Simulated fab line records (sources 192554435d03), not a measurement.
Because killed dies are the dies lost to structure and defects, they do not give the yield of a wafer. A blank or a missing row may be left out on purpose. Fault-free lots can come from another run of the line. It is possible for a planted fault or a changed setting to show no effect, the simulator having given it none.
fab line records	flow n5Finfet	part 2 of 2: steps 21 to 32 of 32
record lots=5	wafers=15	lastDay=15
route steps=1938 shown MOL_CONTACT_COAG@616 BEOL_M0_SAQP@632
lots with no fault: from the same line, run without faults
startH: hours from the record's first day to the start of the lot's first wafer shown	waitH: how many hours have passed since the lot's step before this one	" same as the row above	L1.1+2: a row that stands for several wafers	- no value, or no start given	* or withheld: withheld	< > ~ a bound
route shown NAME@n: a module of which the file shows steps, and the number in the route of the first	usual: mean/standard deviation taken from wafers without a fault	same: alike in all rows	chamber/n: place in a boat	sites: readings site by site	_std_site: how widely they spread, as a standard deviation	_edge_site: mean of outer sites minus mean of inner sites	radiusMm: for every site, how far away it sits from the centre of the wafer	mask NAME#n: copy n	behind: the tool/chamber that last shaped the wafer	hold: the reason the lot was held/the length of the hold in hours/how it ended	device: transistor that didn't switch, given as n, p or np	end of line: the same wafers' tests at the end of the route	step lacking rows: just its recipe	killed: the dies lost at the first sort to structure and to defects; this is not the yield of the wafer	map: a wafer's dies, marking killed ones x, the rest . and places with no die _
set.NAME: the run value of the setting; set.NAME@STEP: its run value at that earlier step	model.NAME: the simulator's own value behind a step, which no gauge read
certain route steps with their lots: each step a table, each wafer a row
services: when a tool's chamber went out of use (startH, in hours from the record's first day, below 0 if earlier), for how many hours, and the reason
## steps
# step N5_BEOL_M0_SAQP_PECVD_97
# recipe material=SiNx	targetThkA=230	tempC=350	precursor=SiH4/NH3/N2	pressureTorr=1.5	rfW=300	timeS=19.9
# usual heaterPowerW=511/52	showerheadPlenumPTorr=5.15/0.095	throttleValvePct=39.3/2.5
lot.wafer	tool	chamber	startH	waitH	heaterPowerW	showerheadPlenumPTorr	throttleValvePct
L075.1	pecvd-04	0	115.92	0.0	508	5.06	44.3
L075.3	"	1	"	"	499	5.28	39.5
L075.4	"	0	"	"	519	5.06	44.1
L076.2	pecvd-03	2	121.60	0.0	490	5.16	37.6
L076.3	"	0	"	"	499	5.25	38.8
L076.5	"	1	"	"	448	5.17	36.4
L079.1	pecvd-02	0	137.68	0.0	491	5.16	42.4
L079.3	"	2	"	"	509	4.96	38.1
L079.5	"	1	"	"	507	5.12	39.3
L081.2	pecvd-03	1	150.39	0.0	444	5.18	36.4
L081.3	"	0	"	"	562	5.24	39.0
L081.6	"	2	"	"	457	5.15	37.3
L085.1	pecvd-02	0	180.60	0.0	569	5.15	42.7
L085.2	"	1	"	"	560	5.12	39.5
L085.6	"	1	"	"	571	5.12	39.2
# step N5_BEOL_M0_SAQP_PECVD_04
# recipe material=a-Si	targetThkA=600	tempC=350	precursor=SiH4/He	pressureTorr=3	rfW=100	timeS=60.2
# usual heaterPowerW=583/54	showerheadPlenumPTorr=5.67/0.071	throttleValvePct=17.9/1.1
lot.wafer	tool	chamber	startH	waitH	heaterPowerW	showerheadPlenumPTorr	throttleValvePct
L075.1	pecvd-04	0	115.96	0.0	572	5.61	20.1
L075.3	"	1	"	"	671	5.77	17.8
L075.4	"	0	"	"	587	5.62	20.0
L076.2	pecvd-03	2	121.64	0.0	540	5.67	17.2
L076.3	"	0	"	"	639	5.76	17.9
L076.5	"	1	"	"	532	5.69	16.6
L079.1	pecvd-02	0	137.72	0.0	576	5.66	19.4
L079.3	"	2	"	"	624	5.54	17.4
L079.5	"	1	"	"	580	5.66	18.1
L081.2	pecvd-03	1	150.42	0.0	504	5.69	16.4
L081.3	"	0	"	"	583	5.74	17.9
L081.6	"	2	"	"	537	5.67	17.2
L085.1	pecvd-02	0	180.64	0.0	653	5.67	19.8
L085.2	"	1	"	"	618	5.69	17.9
L085.6	"	1	"	"	642	5.66	17.9
# step N5_BEOL_M0_SAQP_THK_MEAS_05
# usual thkNm=59.8/0.82
lot.wafer	tool	chamber	startH	waitH	thkNm
L075.1	filmMetro-02	-	116.06	0.1	59.2
L075.3	"	-	"	"	59.6
L075.4	"	-	"	"	60.6
L076.2	filmMetro-01	-	121.74	0.1	58.8
L076.3	"	-	"	"	59.0
L076.5	"	-	"	"	60.7
L079.1	filmMetro-02	-	137.81	0.1	59.9
L079.3	"	-	"	"	59.3
L079.5	"	-	"	"	61.4
L081.2	filmMetro-01	-	150.52	0.1	59.8
L081.3	"	-	"	"	59.4
L081.6	"	-	"	"	61.4
L085.1	filmMetro-02	-	180.73	0.1	58.5
L085.2	"	-	"	"	59.2
L085.6	"	-	"	"	60.3
# step N5_BEOL_M0_SAQP_HM_DEP_111
# recipe material=SiO2	targetThkA=120	tempC=400	precursor=SiH4/N2O	pressureTorr=0.75	rfW=275	timeS=7.2
# usual heaterPowerW=734/71	showerheadPlenumPTorr=8.14/0.2
lot.wafer	tool	chamber	startH	waitH	heaterPowerW	showerheadPlenumPTorr
L075.1	pecvd-04	1	116.10	0.0	806	8.46
L075.3	"	0	"	"	754	8.00
L075.4	"	2	"	"	730	7.97
L076.2	pecvd-04	1	121.78	0.0	766	8.47
L076.3	"	2	"	"	665	8.01
L076.5	"	1	"	"	767	8.47
L079.1	pecvd-02	2	137.85	0.0	777	7.77
L079.3	"	0	"	"	791	8.13
L079.5	"	2	"	"	759	7.78
L081.2	pecvd-03	1	150.56	0.0	618	8.22
L081.3	"	2	"	"	685	8.14
L081.6	"	1	"	"	632	8.20
L085.1	pecvd-04	1	180.77	0.0	866	8.48
L085.2	"	0	"	"	766	7.99
L085.6	"	1	"	"	838	8.46
# step N5_BEOL_M0_SAQP_COAT_81
# recipe resist=SOC	tempC=250	timeS=60	spinRpm=1500	resistThkNm=100
# usual heaterPowerTotalW=500.3/1.8
lot.wafer	tool	chamber	startH	waitH	heaterPowerTotalW
L075.1	lithoTrack-01	0	116.19	0.1	502.4
L075.3	"	0	"	"	500.7
L075.4	"	0	"	"	503.2
L076.2	lithoTrack-04	0	121.85	0.1	498.8
L076.3	"	0	"	"	498.0
L076.5	"	0	"	"	498.9
L079.1	lithoTrack-03	0	137.93	0.1	497.5
L079.3	"	0	"	"	502.8
L079.5	"	0	"	"	499.7
L081.2	lithoTrack-01	0	150.63	0.1	497.6
L081.3	"	0	"	"	499.5
L081.6	"	0	"	"	501.8
L085.1	lithoTrack-04	0	180.86	0.1	498.5
L085.2	"	0	"	"	503.0
L085.6	"	0	"	"	497.7
# step N5_BEOL_M0_SAQP_COAT_82
# recipe resist=SiARC	tempC=220	timeS=60	spinRpm=1500	resistThkNm=30
# usual heaterPowerTotalW=427.5/2
lot.wafer	tool	chamber	startH	waitH	heaterPowerTotalW
L075.1	lithoTrack-01	0	-	-	430.9
L075.3	"	0	"	"	430.4
L075.4	"	0	"	"	425.7
L076.2	lithoTrack-04	0	-	-	426.2
L076.3	"	0	"	"	430.1
L076.5	"	0	"	"	426.2
L079.1	lithoTrack-03	0	-	-	429.6
L079.3	"	0	"	"	428.8
L079.5	"	0	"	"	428.9
L081.2	lithoTrack-01	0	-	-	424.5
L081.3	"	0	"	"	429.4
L081.6	"	0	"	"	427.0
L085.1	lithoTrack-04	0	-	-	426.1
L085.2	"	0	"	"	428.2
L085.6	"	0	"	"	428.4
# step N5_BEOL_M0_SAQP_COAT_08
# recipe resist=CAR-ArF	spinRpm=1500	resistThkNm=90
lot.wafer	tool	chamber	startH	waitH
L075.1+3+4	lithoTrack-01	0	-	-
L076.2+3+5	lithoTrack-04	0	-	-
L079.1+3+5	lithoTrack-03	0	-	-
L081.2+3+6	lithoTrack-01	0	-	-
L085.1+2+6	lithoTrack-04	0	-	-
# step N5_BEOL_M0_SAQP_EBR_10
# recipe solvent=PGMEA	ebrWidthMm=1.5
lot.wafer	tool	chamber	startH	waitH
L075.1+3+4	lithoTrack-01	0	-	-
L076.2+3+5	lithoTrack-04	0	-	-
L079.1+3+5	lithoTrack-03	0	-	-
L081.2+3+6	lithoTrack-01	0	-	-
L085.1+2+6	lithoTrack-04	0	-	-
# step N5_BEOL_M0_SAQP_SOFTBAKE_09
# recipe tempC=110	timeS=60	resist=CAR-ArF
# usual heaterPowerTotalW=175.2/1.6
lot.wafer	tool	chamber	startH	waitH	heaterPowerTotalW
L075.1	lithoTrack-01	0	-	-	174.9
L075.3	"	0	"	"	174.7
L075.4	"	0	"	"	177.6
L076.2	lithoTrack-04	0	-	-	176.1
L076.3	"	0	"	"	177.4
L076.5	"	0	"	"	174.2
L079.1	lithoTrack-03	0	-	-	175.7
L079.3	"	0	"	"	173.1
L079.5	"	0	"	"	174.1
L081.2	lithoTrack-01	0	-	-	176.8
L081.3	"	0	"	"	176.2
L081.6	"	0	"	"	177.0
L085.1	lithoTrack-04	0	-	-	175.7
L085.2	"	0	"	"	173.0
L085.6	"	0	"	"	174.1
# step N5_BEOL_M0_SAQP_EXPOSE_11
# recipe maskId=M0_CORE	na=1.35	sourceShape=dipole	sigmaInner=0.538	sigmaOuter=0.738	polarization=te	targetCdNm=42	doseMj=55
lot.wafer	tool	chamber	startH	waitH	mask
L075.1+3+4	arfiScanner-03	0	116.43	-	M0_CORE#0
L076.2+3+5	arfiScanner-01	0	122.10	-	M0_CORE#0
L079.1+3+5	arfiScanner-01	0	138.17	-	M0_CORE#0
L081.2+3+6	arfiScanner-01	0	150.88	-	M0_CORE#0
L085.1+2+6	arfiScanner-03	0	180.98	-	M0_CORE#0
# step N5_BEOL_M0_SAQP_PEB_12
# recipe pebTempC=withheld	pebTimeS=60	resist=CAR-ArF
lot.wafer	tool	chamber	startH	waitH
L075.1+3+4	lithoTrack-03	0	116.49	0.1
L076.2+3+5	lithoTrack-03	0	122.16	0.0
L079.1+3+5	lithoTrack-03	0	138.23	0.1
L081.2+3+6	lithoTrack-03	0	150.94	0.0
L085.1+2+6	lithoTrack-01	0	181.04	0.1
# step N5_BEOL_M0_SAQP_DEVELOP_13
# recipe developTimeS=30	developer=TMAH	resist=CAR-ArF	devTempC=23	rinseLiquid=diw	dry=airSpin
lot.wafer	tool	chamber	startH	waitH
L075.1+3+4	lithoTrack-03	0	-	-
L076.2+3+5	lithoTrack-03	0	-	-
L079.1+3+5	lithoTrack-03	0	-	-
L081.2+3+6	lithoTrack-03	0	-	-
L085.1+2+6	lithoTrack-01	0	-	-
## services
tool	chamber	startH	hours	kind
pecvd-02	0	83.60	2.2	repair
rieDiel-04	3	90.75	21.3	repair
cmp-04	-	92.15	0.5	repair
cmp-01	-	96.48	1.3	repair
lithoTrack-01	-	101.81	-	consumableReplace:filter
cmp-01	-	108.08	1.0	repair
wetBench-05	-	110.16	1.9	pm
pecvd-02	0	113.06	2.1	scheduledDown
cmp-01	-	114.21	6.9	pm
pecvd-02	-	116.82	0.8	pm
arfiScanner-03	-	128.89	1.3	pm
pecvd-02	-	128.98	3.9	repair
cmp-04	-	129.60	4.0	pm
cmp-04	-	137.12	8.7	pm
lithoTrack-01	-	137.58	-	consumableReplace:filter
pecvd-03	1	137.83	5.5	scheduledDown
pecvd-03	0	143.29	5.5	scheduledDown
arfiScanner-01	-	155.55	0.4	repair
arfiScanner-01	-	158.47	0.8	pm
cmp-02	-	159.64	3.0	repair
pvdSputter-01	-	163.99	2.8	repair
arfiScanner-01	-	167.01	1.0	pm
pecvd-03	-	168.28	1.8	repair
cmp-04	-	171.79	2.0	repair
